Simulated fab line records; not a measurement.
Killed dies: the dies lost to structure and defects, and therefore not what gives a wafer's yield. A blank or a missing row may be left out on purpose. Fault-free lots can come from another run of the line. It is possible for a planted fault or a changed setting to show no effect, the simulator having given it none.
Chamber matching | flow nand_harc | NHARC_A_CHANNEL_FILL_D1_ALD_14 on ald_hk-03 has 4 sister chambers
The step deposits SiO2, target thk 2.5 nm, pulse time 10 s, ald cycles 25. 4 wafers are shown with their chamber, then 9 later ones without.

## EACH WAFER AND ITS CHAMBER
wafer  | chamber | heater_power_outer_w (W)
L077.6 | 0       | 251
L077.1 | 2       | 288
L077.3 | 1       | 198
L077.5 | 3       | 230

## WAFERS WITHOUT THEIR CHAMBER
wafer  | heater_power_outer_w (W)
L091.1 | 296
L091.4 | 230
L091.5 | 228
L093.2 | 234
L093.3 | 249
L093.6 | 231
L095.1 | 294
L095.4 | 256
L095.5 | 255

## WHICH CHAMBER EACH WENT THROUGH
wafer  | from the rows above | in truth
L091.1 | 2                   | 2
L091.4 | 3                   | 3
L091.5 | 3                   | 3
L093.2 | 3                   | 3
L093.3 | 0                   | 0
L093.6 | 3                   | 3
L095.1 | 2                   | 2
L095.4 | 0                   | 0
L095.5 | 0                   | 0
Correctly placed: 9 of 9. From these rows, 0 cannot be placed. Number placed wrongly: 0.
How it was worked out, from the rows above alone: a wafer's distance from a chamber is the root of the sum, over the readings, of the square of ((its reading less the chamber's mean) divided by the reading's scatter). The wafer belongs to the nearest chamber; if the next one is less than 2 further off, it can't be placed. The mean given for a chamber averages the wafers shown for that chamber. The scatter: root of mean squared gap, hidden wafer to nearest shown wafer, with one shown wafer a chamber.
